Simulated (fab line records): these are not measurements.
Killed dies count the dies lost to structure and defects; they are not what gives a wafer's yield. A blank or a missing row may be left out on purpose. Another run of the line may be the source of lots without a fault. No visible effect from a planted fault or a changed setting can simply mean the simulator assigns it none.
fab line records	flow nand-harc	part 2 of 2: steps 5 to 6 of 6
record lots=24	wafers=72	last-day=24
route steps=1159 shown A_SGD_CUT@767 A_CONTACT@936
lots with no fault: from the same line, run without faults
start-h: start of the lot's first displayed wafer, in hours after the record's first day	wait-h: how many hours have passed since the lot's step before this one	" as in the row above	L1.1+2: a single row standing in for several wafers	- no value, or no start given	* or withheld: withheld	< > ~ a bound
route shown NAME@n: NAME is a module with steps in the file, n the number in the route of the first one	usual: the fault-free wafers' mean and standard deviation	same: alike in all rows	chamber/n: place in a boat	sites: each site's reading	_std_site: the standard deviation of these	_edge_site: outer sites' mean less inner sites'	radius-mm: for every site, how far away it sits from the centre of the wafer	mask NAME#n: copy n	behind: the tool/chamber that last shaped the wafer	hold: the reason the lot was held/the length of the hold in hours/how it ended	device: the transistor (n, p or np) that didn't switch	end of line: the same wafers' tests at the end of the route	a step given without rows: its recipe and nothing more	killed: count of dies lost to structure and defects at first sort (not the wafer's yield)	map: shows each die of a wafer: x if killed, . if not, _ if none is there
set.NAME: the setting that was run; set.NAME@STEP: the one run at that earlier step	model.NAME: the simulator's own value behind a step, which no gauge read
the route's steps for a sample of lots (tables are steps, rows are wafers)
services: a tool's chamber out of use, with start hour (start-h, from the record's first day; less than 0 if before it), hours out, and reason
## steps
# step NHARC_A_CONTACT_ETCH_92
# recipe target-depth-a=400	over-etch-frac=0.5	time-s=85.7	ion-energy-ev=120	ch3f-flow-sccm=50	o2-flow-sccm=30	ar-flow-sccm=200	rf-w=500	bias-w=100	chemistry=CH3F/O2
# usual drypump-motor-current-A=5.9/0.46	oes-product-au=0.94/0.03	rf-vpp-V=244.3/1.6	showerhead-plenum-p-Torr=2.46/0.1	throttle-valve-pct=20.664/0.0087
lot.wafer	tool	chamber	start-h	wait-h	drypump-motor-current-A	oes-product-au	rf-hours-counter-h	rf-vpp-V	showerhead-plenum-p-Torr	throttle-valve-pct
L074.1	rie-diel-11	3	384.03	0.4	5.4	0.94	1	245.3	2.55	20.656
L074.3	"	0	"	"	6.1	0.95	1	241.6	2.33	20.652
L074.6	"	1	"	"	5.6	0.93	-	239.7	2.30	20.661
L078.1	rie-diel-07	1	395.71	0.4	6.1	0.99	33	245.4	2.53	20.657
L078.4	"	2	"	"	6.8	1.03	32	246.0	2.56	20.676
L078.6	"	1	"	"	6.1	0.99	-	244.3	2.53	20.644
L075.3	rie-diel-07	1	397.04	0.3	6.1	0.93	33	245.3	2.53	20.651
L075.5	"	2	"	"	6.7	0.94	-	245.9	2.56	20.660
L075.6	"	3	"	"	5.0	0.93	-	246.1	2.61	20.650
L076.2	rie-diel-11	3	401.27	0.3	5.4	0.93	9	246.1	2.55	20.662
L076.4	"	1	"	"	5.7	0.92	11	242.7	2.30	20.673
L076.5	"	3	"	"	5.4	0.92	-	246.5	2.55	20.665
L080.1	rie-diel-07	0	401.64	0.3	6.1	0.91	33	243.8	2.43	20.666
L080.2	"	2	"	"	6.8	0.93	32	245.5	2.56	20.665
L080.6	"	1	"	"	6.1	0.92	-	244.7	2.53	20.668
L079.4	rie-diel-11	3	404.87	0.3	5.4	1.02	11	245.5	2.54	20.662
L079.1	"	0	"	"	6.1	1.02	11	242.2	2.33	20.644
L079.6	"	0	"	"	6.1	1.02	-	243.7	2.33	20.663
L077.4	rie-diel-11	0	406.27	0.3	6.1	0.94	11	242.5	2.33	20.648
L077.2	"	3	"	"	5.4	0.92	11	248.0	2.54	20.647
L077.6	"	0	"	"	6.1	0.94	-	244.0	2.33	20.660
L081.3	rie-diel-05	2	432.86	0.3	5.5	0.92	33	244.1	2.47	20.667
L081.2	"	0	"	"	5.6	0.92	33	242.8	2.34	20.665
L081.4	"	1	"	"	5.7	0.93	32	244.5	2.49	20.660
L082.4	rie-diel-07	0	433.29	0.3	6.1	0.93	3	243.9	2.43	20.654
L082.3	"	2	"	"	6.8	0.93	4	245.3	2.56	20.670
L082.6	"	3	"	"	5.1	0.93	-	246.3	2.61	20.661
L083.1	rie-diel-11	2	442.07	0.4	6.0	0.99	24	241.7	2.32	20.670
L083.5	"	3	"	"	5.4	1.01	-	244.2	2.54	20.678
L083.6	"	0	"	"	6.1	1.01	-	241.3	2.33	20.672
L085.2	rie-diel-07	1	445.23	0.4	6.1	0.92	6	245.0	2.53	20.670
L085.6	"	2	"	"	6.8	0.94	-	245.2	2.56	20.660
L085.4	"	0	"	"	6.0	0.93	-	245.5	2.43	20.667
L084.1	rie-diel-07	2	448.09	0.4	6.8	0.93	8	245.3	2.55	20.657
L084.6	"	2	"	"	6.8	0.93	-	246.2	2.56	20.662
L084.5	"	0	"	"	6.0	0.94	-	245.4	2.43	20.653
L087.3	rie-diel-07	2	456.27	0.3	6.8	0.93	9	245.6	2.56	20.661
L087.4	"	0	"	"	6.1	0.95	-	242.7	2.43	20.664
L087.5	"	1	"	"	6.1	0.93	-	245.8	2.52	20.662
L088.4	rie-diel-05	1	473.66	0.3	5.7	0.91	45	243.8	2.49	20.662
L088.1	"	2	"	"	5.5	0.92	47	245.0	2.47	20.661
L088.6	"	0	"	"	5.6	0.92	-	243.5	2.33	20.676
L086.2	rie-diel-11	1	477.36	0.3	5.6	0.92	34	241.0	2.29	20.667
L086.1	"	2	"	"	5.9	0.92	38	241.9	2.32	20.649
L086.3	"	3	"	"	5.4	0.92	36	244.9	2.53	20.664
L089.3	rie-diel-05	0	479.07	0.3	5.6	0.94	49	243.2	2.33	20.667
L089.4	"	3	"	"	5.5	0.95	45	244.9	2.52	20.649
L089.6	"	0	"	"	5.6	0.94	-	243.9	2.33	20.676
L090.4	rie-diel-05	3	486.02	0.3	5.5	0.94	49	246.2	2.52	20.677
L090.2	"	0	"	"	5.6	0.94	52	241.5	2.33	20.675
L090.5	"	1	"	"	5.7	0.92	-	244.0	2.49	20.675
L092.1	rie-diel-11	2	495.33	0.4	6.0	1.00	43	242.3	2.32	20.676
L092.4	"	1	"	"	5.6	0.99	39	241.5	2.29	20.654
L092.5	"	2	"	"	6.0	1.00	-	242.0	2.32	20.664
L095.2	rie-diel-07	1	496.29	0.3	6.1	0.92	16	245.9	2.52	20.667
L095.6	"	0	"	"	6.0	0.92	-	243.6	2.43	20.660
L095.5	"	1	"	"	6.1	0.92	-	245.9	2.52	20.663
L091.4	rie-diel-07	0	499.01	0.3	6.0	0.93	16	243.8	2.43	20.661
L091.3	"	2	"	"	6.8	0.93	18	244.8	2.55	20.666
L091.5	"	0	"	"	6.0	0.93	-	244.3	2.43	20.646
L094.1	rie-diel-07	3	501.53	0.4	5.0	0.93	14	245.9	2.61	20.663
L094.2	"	1	"	"	6.1	0.93	17	245.5	2.52	20.667
L094.3	"	2	"	"	6.8	0.94	18	246.2	2.55	20.665
L093.1	rie-diel-07	1	505.20	0.4	6.1	0.92	18	245.7	2.52	20.680
L093.2	"	3	"	"	5.0	0.92	15	246.0	2.61	20.655
L093.5	"	0	"	"	6.0	0.93	-	243.0	2.42	20.656
L096.1	rie-diel-07	1	521.43	0.4	6.1	0.93	23	244.2	2.52	20.671
L096.3	"	3	"	"	5.0	0.93	20	245.1	2.60	20.658
L096.5	"	2	"	"	6.8	0.93	-	246.2	2.55	20.662
L097.1	rie-diel-11	1	528.09	0.4	5.6	0.93	54	241.7	2.28	20.663
L097.6	"	3	"	"	5.4	0.92	-	245.1	2.53	20.672
L097.5	"	0	"	"	6.1	0.94	-	242.9	2.31	20.665
# step NHARC_A_CONTACT_CD_MEAS_15
# usual cd-nm=90.2/0.54
lot.wafer	tool	chamber	start-h	wait-h	cd-nm
L074.1	cd-sem-01	-	384.22	-	89.9
L074.3	"	-	"	"	90.2
L074.6	"	-	"	"	90.0
L078.1	cd-sem-01	-	395.93	-	90.6
L078.4	"	-	"	"	90.3
L078.6	"	-	"	"	90.7
L075.3	cd-sem-03	-	397.22	-	90.4
L075.5	"	-	"	"	90.0
L075.6	"	-	"	"	89.8
L076.2	cd-sem-02	-	401.48	-	90.9
L076.4	"	-	"	"	90.5
L076.5	"	-	"	"	90.5
L080.1	cd-sem-02	-	401.85	-	90.4
L080.2	"	-	"	"	89.6
L080.6	"	-	"	"	90.1
L079.1	cd-sem-03	-	405.09	-	89.6
L079.4	"	-	"	"	90.2
L079.6	"	-	"	"	90.0
L077.2	cd-sem-03	-	406.49	-	90.6
L077.4	"	-	"	"	90.5
L077.6	"	-	"	"	90.0
L081.2	cd-sem-02	-	433.08	-	90.1
L081.3	"	-	"	"	89.4
L081.4	"	-	"	"	89.9
L082.3	cd-sem-02	-	433.66	-	90.6
L082.4	"	-	"	"	90.6
L082.6	"	-	"	"	90.2
L083.1	cd-sem-03	-	442.24	-	90.4
L083.5	"	-	"	"	90.7
L083.6	"	-	"	"	90.1
L085.2	cd-sem-03	-	445.48	-	89.2
L085.4	"	-	"	"	90.3
L085.6	"	-	"	"	89.6
L084.1	cd-sem-03	-	448.71	-	89.9
L084.5	"	-	"	"	91.3
L084.6	"	-	"	"	90.5
L087.3	cd-sem-02	-	456.49	-	89.7
L087.4	"	-	"	"	90.0
L087.5	"	-	"	"	88.8
L088.1	cd-sem-02	-	473.85	-	91.1
L088.4	"	-	"	"	90.3
L088.6	"	-	"	"	91.2
L086.1	cd-sem-02	-	477.58	-	91.6
L086.2	"	-	"	"	90.8
L086.3	"	-	"	"	90.9
L089.3	cd-sem-03	-	479.31	-	90.4
L089.4	"	-	"	"	90.7
L089.6	"	-	"	"	91.4
L090.2	cd-sem-02	-	486.21	-	90.0
L090.4	"	-	"	"	90.2
L090.5	"	-	"	"	89.9
L092.1	cd-sem-03	-	495.54	-	90.8
L092.4	"	-	"	"	89.9
L092.5	"	-	"	"	90.8
L095.2	cd-sem-03	-	496.50	-	89.6
L095.5	"	-	"	"	90.0
L095.6	"	-	"	"	90.7
L091.3	cd-sem-03	-	499.23	-	89.7
L091.4	"	-	"	"	90.5
L091.5	"	-	"	"	90.2
L094.1	cd-sem-02	-	501.75	-	89.6
L094.2	"	-	"	"	89.5
L094.3	"	-	"	"	89.6
L093.1	cd-sem-03	-	505.40	-	89.7
L093.2	"	-	"	"	90.0
L093.5	"	-	"	"	90.2
L096.1	cd-sem-01	-	521.66	-	90.7
L096.3	"	-	"	"	90.0
L096.5	"	-	"	"	90.3
L097.1	cd-sem-03	-	528.27	-	90.2
L097.5	"	-	"	"	90.2
L097.6	"	-	"	"	91.0
## services
tool	chamber	start-h	hours	kind
rie-diel-05	0	294.72	5.7	repair
rie-diel-08	-	301.80	9.0	pm
rie-diel-05	1	305.50	14.4	repair
rie-diel-11	3	319.62	27.1	repair
rie-diel-11	2	319.79	1.4	repair
rie-diel-09	2	321.92	1.5	repair
rie-diel-10	0	335.52	4.1	repair
rie-diel-05	-	340.70	9.0	pm
rie-diel-08	3	342.73	6.7	repair
rie-diel-05	-	352.65	0.9	repair
rie-diel-11	-	367.18	9.0	pm
rie-diel-08	0	379.71	1.7	repair
rie-diel-05	3	381.74	12.5	repair
rie-diel-07	-	405.62	9.0	pm
rie-diel-05	1	423.83	4.1	repair
rie-diel-11	1	427.98	3.9	repair
rie-diel-07	3	440.93	18.8	repair
rie-diel-08	0	442.76	4.8	repair
rie-diel-11	0	458.10	3.9	repair
rie-diel-08	-	478.86	9.0	pm
rie-diel-11	-	479.81	0.3	repair
rie-diel-08	-	506.49	0.3	repair
rie-diel-08	2	510.66	1.8	repair
rie-diel-05	-	517.77	9.0	pm
